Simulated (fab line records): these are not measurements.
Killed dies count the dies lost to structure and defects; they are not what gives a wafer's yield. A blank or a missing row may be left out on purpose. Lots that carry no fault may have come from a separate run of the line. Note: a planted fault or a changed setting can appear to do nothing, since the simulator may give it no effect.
8D (eight disciplines) problem report, filled in by code ; flow n5-finfet ; the parts of the form that need people (team, actions taken, sign-off) are left out

1. WHAT IS WRONG
Mean of spin-speed-rpm at N5_FIN_SAQP_COAT_49: 1544.4 rpm across 6 wafers in 2 lots; on wafers with no fault it is 1500.0 rpm (standard deviation 1). Relative to the usual mean, that is a shift of +44 standard deviations.
The step: time 60 s, resist thk 100 nm.
First seen on wafer L598.1, day 5 15:01, on litho-track-05. The record holds 12 wafers of 4 lots with a number at this step. Rule for "out", or "out of limits": more than 4 standard deviations from the usual mean. All remaining wafers that have a number are taken as sound.

2. WHAT THIS IS AND IS NOT
question;is;is not
which readings at this step;spin-speed-rpm;-
which lots;L598, L599;L595, L601
which wafers of those lots;all that have a number;-
read on which tools;litho-track-05;litho-track-04
when;from day 5 15:01;"up to then (3 sound wafers); but 3 sound wafers of L601 came after"

3. SUSPECTS, AND WHAT RULES EACH OUT
Counting: a tool at any process step up to the reading remains a suspect when it ran all the lots that are out and ran no sound lot after the first of those.
- litho-track-05 at N5_FIN_SAQP_COAT_49 (time 60 s, resist thk 100 nm): kept. Every lot that is out went through it, starting with L598 (day 5 15:01), and after that it ran no sound lot; the last sound lot it ran before then is L595 (day 4 22:32). Its own readings are out on those wafers: spin-speed-rpm.
Remaining after the count: litho-track-05 at N5_FIN_SAQP_COAT_49.

4. THE CAUSE (what the simulator had put in)
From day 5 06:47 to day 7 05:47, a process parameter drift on litho-track-05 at N5_FIN_SAQP_COAT_49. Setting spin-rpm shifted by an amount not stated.
After counting, this tool was the only one left.

5. THE EFFECT CHAIN, in route order
Rows list readings where the struck wafers' mean (over those with a number) sits beyond 3 standard deviations from the usual. Only readings for which the record gives a usual standard deviation are gone through. hours: the time from each lot's start at the first step in this table that gives one to its start at this step, as a median over the lots. sigmas: the change in usual standard deviations.
hours;step;reading;usual;on struck wafers;change;sigmas
0;N5_FIN_SAQP_COAT_49;spin-speed-rpm;1500.0 rpm;1544.4;+44.4;+44
Its process steps:
- N5_FIN_SAQP_COAT_49: time 60 s, resist thk 100 nm.
Later measuring or inspecting steps at which every struck wafer that the step has a row for has a number for every such reading, and none has moved that far: N5_BEOL_M4_RC_MEAS_101.

6. HOW IT WOULD HAVE BEEN CAUGHT EARLIER
8 hours passed between the start of the fault at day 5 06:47 and the first reading out of limits in this record, taken at day 5 15:01.
